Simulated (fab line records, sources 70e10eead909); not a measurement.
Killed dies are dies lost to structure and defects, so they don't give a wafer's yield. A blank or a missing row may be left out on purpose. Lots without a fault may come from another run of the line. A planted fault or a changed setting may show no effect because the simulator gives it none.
Chamber matching | flow nand_harc | NHARC_A_CONTACT_ETCH_110 on rie_diel-13: 4 sister chambers
The step etches the open film in CF4/O2, target depth 60 nm, overetch 6 nm, time 33 s. 16 wafers are shown with their chamber, then 8 later ones without.

WAFERS WITH THEIR CHAMBER
wafer  | chamber | showerhead_plenum_p_Torr (Torr) | drypump_motor_current_A (A) | rf_vpp_V (V)
L077.2 | 1       | 1.38                            | 6.41                        | 200.0
L077.3 | 3       | 1.25                            | 6.04                        | 196.2
L077.6 | 3       | 1.25                            | 6.03                        | 196.5
L078.1 | 0       | 1.26                            | 6.46                        | 195.2
L078.4 | 1       | 1.38                            | 6.39                        | 198.3
L078.5 | 3       | 1.25                            | 6.04                        | 194.1
L080.3 | 1       | 1.38                            | 6.42                        | 198.6
L080.4 | 3       | 1.25                            | 6.12                        | 195.4
L080.5 | 3       | 1.25                            | 6.08                        | 195.5
L081.2 | 3       | 1.25                            | 6.08                        | 195.2
L081.3 | 1       | 1.38                            | 6.43                        | 198.2
L081.6 | 0       | 1.26                            | 6.44                        | 195.7
L089.2 | 0       | 1.25                            | 6.43                        | 197.4
L089.3 | 3       | 1.25                            | 6.07                        | 196.3
L089.4 | 1       | 1.37                            | 6.38                        | 198.6
L091.2 | 2       | 1.42                            | 6.23                        | 200.3

SIGNATURES (means of the wafers above)
reading                  | chamber 0 | chamber 1 | chamber 2 | chamber 3 | scatter within a chamber
showerhead_plenum_p_Torr | 1.2567    | 1.3780    | 1.4200    | 1.2500    | 0.0035
drypump_motor_current_A  | 6.4433    | 6.4060    | 6.2300    | 6.0657    | 0.0261
rf_vpp_V                 | 196.100   | 198.740   | 200.300   | 195.600   | 0.861
Rule: a wafer's distance from a chamber is the root of the sum, over the readings, of the square of ((its reading less the chamber's mean) divided by the reading's scatter). The wafer belongs to the nearest chamber; if the next one is less than 2 further off, it can't be placed. The scatter: the root of (the sum of the squares of (reading less its chamber's mean) over the shown wafers, divided by (wafers less chambers)).

WAFERS WITHOUT THEIR CHAMBER
wafer  | showerhead_plenum_p_Torr (Torr) | drypump_motor_current_A (A) | rf_vpp_V (V)
L091.4 | 1.25                            | 6.06                        | 195.1
L091.5 | 1.25                            | 6.42                        | 196.0
L093.1 | 1.37                            | 6.43                        | 199.1
L093.2 | 1.42                            | 6.26                        | 198.8
L093.4 | 1.24                            | 6.06                        | 195.0
L097.2 | 1.25                            | 6.44                        | 196.5
L097.4 | 1.24                            | 6.05                        | 194.7
L097.6 | 1.37                            | 6.40                        | 199.1

WHICH CHAMBER EACH WENT THROUGH
wafer  | from the rows above | in truth
L091.4 | 3                   | 3
L091.5 | 0                   | 0
L093.1 | 1                   | 1
L093.2 | 2                   | 2
L093.4 | 3                   | 3
L097.2 | 0                   | 0
L097.4 | 3                   | 3
L097.6 | 1                   | 1
Placed correctly: 8 of 8. Can't be placed from these rows: 0. Placed wrongly: 0.
